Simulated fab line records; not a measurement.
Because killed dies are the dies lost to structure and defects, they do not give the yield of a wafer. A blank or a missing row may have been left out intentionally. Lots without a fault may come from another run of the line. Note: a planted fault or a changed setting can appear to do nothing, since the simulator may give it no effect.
Matching of chambers || flow nand_harc || NHARC_A_M0_CMP_23 on cmp-02 has 4 sister chambers
The step polishes, t overpolish 20 s, target thk 113.75 nm. 30 wafers are shown with their chamber, then 12 later ones without.

== WAFERS, EACH WITH ITS CHAMBER ==
{"wafer": "L074.4", "chamber": 2, "motor_current_A (A)": 11.8, "time_to_endpoint_s (s)": 31.4}
{"wafer": "L074.5", "chamber": 0, "motor_current_A (A)": 12.7, "time_to_endpoint_s (s)": 26.8}
{"wafer": "L074.6", "chamber": 3, "motor_current_A (A)": 14.2, "time_to_endpoint_s (s)": 31.6}
{"wafer": "L076.1", "chamber": 0, "motor_current_A (A)": 12.7, "time_to_endpoint_s (s)": 25.2}
{"wafer": "L076.2", "chamber": 2, "motor_current_A (A)": 11.3, "time_to_endpoint_s (s)": 30.4}
{"wafer": "L076.5", "chamber": 3, "motor_current_A (A)": 14.2, "time_to_endpoint_s (s)": 28.3}
{"wafer": "L075.1", "chamber": 0, "motor_current_A (A)": 12.4, "time_to_endpoint_s (s)": 28.6}
{"wafer": "L075.5", "chamber": 1, "motor_current_A (A)": 12.8, "time_to_endpoint_s (s)": 27.9}
{"wafer": "L075.6", "chamber": 2, "motor_current_A (A)": 11.1, "time_to_endpoint_s (s)": 27.4}
{"wafer": "L078.1", "chamber": 2, "motor_current_A (A)": 11.7, "time_to_endpoint_s (s)": 28.4}
{"wafer": "L078.3", "chamber": 0, "motor_current_A (A)": 13.0, "time_to_endpoint_s (s)": 27.5}
{"wafer": "L078.6", "chamber": 0, "motor_current_A (A)": 12.2, "time_to_endpoint_s (s)": 28.0}
{"wafer": "L077.1", "chamber": 2, "motor_current_A (A)": 11.2, "time_to_endpoint_s (s)": 27.9}
{"wafer": "L077.2", "chamber": 1, "motor_current_A (A)": 12.0, "time_to_endpoint_s (s)": 28.6}
{"wafer": "L077.3", "chamber": 3, "motor_current_A (A)": 14.3, "time_to_endpoint_s (s)": 27.4}
{"wafer": "L077.4", "chamber": 0, "motor_current_A (A)": 12.5, "time_to_endpoint_s (s)": 26.6}
{"wafer": "L077.5", "chamber": 0, "motor_current_A (A)": 12.9, "time_to_endpoint_s (s)": 27.2}
{"wafer": "L077.6", "chamber": 1, "motor_current_A (A)": 12.6, "time_to_endpoint_s (s)": 27.5}
{"wafer": "L079.1", "chamber": 3, "motor_current_A (A)": 14.0, "time_to_endpoint_s (s)": 28.7}
{"wafer": "L079.3", "chamber": 1, "motor_current_A (A)": 11.9, "time_to_endpoint_s (s)": 28.5}
{"wafer": "L079.5", "chamber": 0, "motor_current_A (A)": 12.6, "time_to_endpoint_s (s)": 24.9}
{"wafer": "L081.1", "chamber": 1, "motor_current_A (A)": 11.9, "time_to_endpoint_s (s)": 26.6}
{"wafer": "L081.3", "chamber": 0, "motor_current_A (A)": 12.6, "time_to_endpoint_s (s)": 26.4}
{"wafer": "L081.5", "chamber": 0, "motor_current_A (A)": 12.8, "time_to_endpoint_s (s)": 27.2}
{"wafer": "L082.2", "chamber": 0, "motor_current_A (A)": 12.4, "time_to_endpoint_s (s)": 24.7}
{"wafer": "L082.4", "chamber": 2, "motor_current_A (A)": 12.2, "time_to_endpoint_s (s)": 27.1}
{"wafer": "L082.5", "chamber": 1, "motor_current_A (A)": 12.5, "time_to_endpoint_s (s)": 26.4}
{"wafer": "L084.2", "chamber": 1, "motor_current_A (A)": 12.6, "time_to_endpoint_s (s)": 26.8}
{"wafer": "L084.5", "chamber": 3, "motor_current_A (A)": 13.9, "time_to_endpoint_s (s)": 30.2}
{"wafer": "L084.6", "chamber": 2, "motor_current_A (A)": 11.7, "time_to_endpoint_s (s)": 30.2}

SIGNATURES (averages over the wafers above)
{"reading": "motor_current_A", "chamber 0": 12.618, "chamber 1": 12.329, "chamber 2": 11.571, "chamber 3": 14.120, "scatter within a chamber": 0.307}
{"reading": "time_to_endpoint_s", "chamber 0": 26.645, "chamber 1": 27.471, "chamber 2": 28.971, "chamber 3": 29.240, "scatter within a chamber": 1.37}
Rule: distance of a wafer from a chamber = root of the sum over the readings of ((wafer's reading minus chamber's mean) / reading's scatter) squared. If the next closest chamber is less than 2 further off than the closest, the wafer can't be placed; otherwise it belongs to the closest. The scatter is the square root of a quotient: the sum, over the shown wafers, of each reading's squared deviation from its chamber's mean, divided by wafers minus chambers.

== WAFERS WITH NO CHAMBER GIVEN ==
{"wafer": "L088.3", "motor_current_A (A)": 12.3, "time_to_endpoint_s (s)": 27.4}
{"wafer": "L088.5", "motor_current_A (A)": 14.4, "time_to_endpoint_s (s)": 29.4}
{"wafer": "L088.6", "motor_current_A (A)": 12.8, "time_to_endpoint_s (s)": 24.7}
{"wafer": "L091.1", "motor_current_A (A)": 12.6, "time_to_endpoint_s (s)": 28.0}
{"wafer": "L091.3", "motor_current_A (A)": 11.8, "time_to_endpoint_s (s)": 30.4}
{"wafer": "L091.5", "motor_current_A (A)": 14.7, "time_to_endpoint_s (s)": 31.2}
{"wafer": "L093.2", "motor_current_A (A)": 14.0, "time_to_endpoint_s (s)": 28.5}
{"wafer": "L093.5", "motor_current_A (A)": 14.9, "time_to_endpoint_s (s)": 28.0}
{"wafer": "L093.6", "motor_current_A (A)": 11.5, "time_to_endpoint_s (s)": 27.4}
{"wafer": "L094.2", "motor_current_A (A)": 12.8, "time_to_endpoint_s (s)": 25.5}
{"wafer": "L094.4", "motor_current_A (A)": 11.6, "time_to_endpoint_s (s)": 30.2}
{"wafer": "L094.5", "motor_current_A (A)": 12.0, "time_to_endpoint_s (s)": 28.0}

== CHAMBER TAKEN BY EACH ==
{"wafer": "L088.3", "from the rows above": "can't be placed: 1 or 0", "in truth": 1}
{"wafer": "L088.5", "from the rows above": 3, "in truth": 3}
{"wafer": "L088.6", "from the rows above": "can't be placed: 0 or 1", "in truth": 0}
{"wafer": "L091.1", "from the rows above": "can't be placed: 1 or 0", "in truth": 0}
{"wafer": "L091.3", "from the rows above": "can't be placed: 2 or 1", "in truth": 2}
{"wafer": "L091.5", "from the rows above": 3, "in truth": 3}
{"wafer": "L093.2", "from the rows above": 3, "in truth": 3}
{"wafer": "L093.5", "from the rows above": 3, "in truth": 3}
{"wafer": "L093.6", "from the rows above": "can't be placed: 2 or 1", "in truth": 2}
{"wafer": "L094.2", "from the rows above": "can't be placed: 0 or 1", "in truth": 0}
{"wafer": "L094.4", "from the rows above": 2, "in truth": 2}
{"wafer": "L094.5", "from the rows above": "can't be placed: 1 or 2 or 0", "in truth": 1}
Placed correctly: 5 of 12. Not placeable from these rows: 7 (in 7, the candidates include the true chamber). 0 placed wrongly.
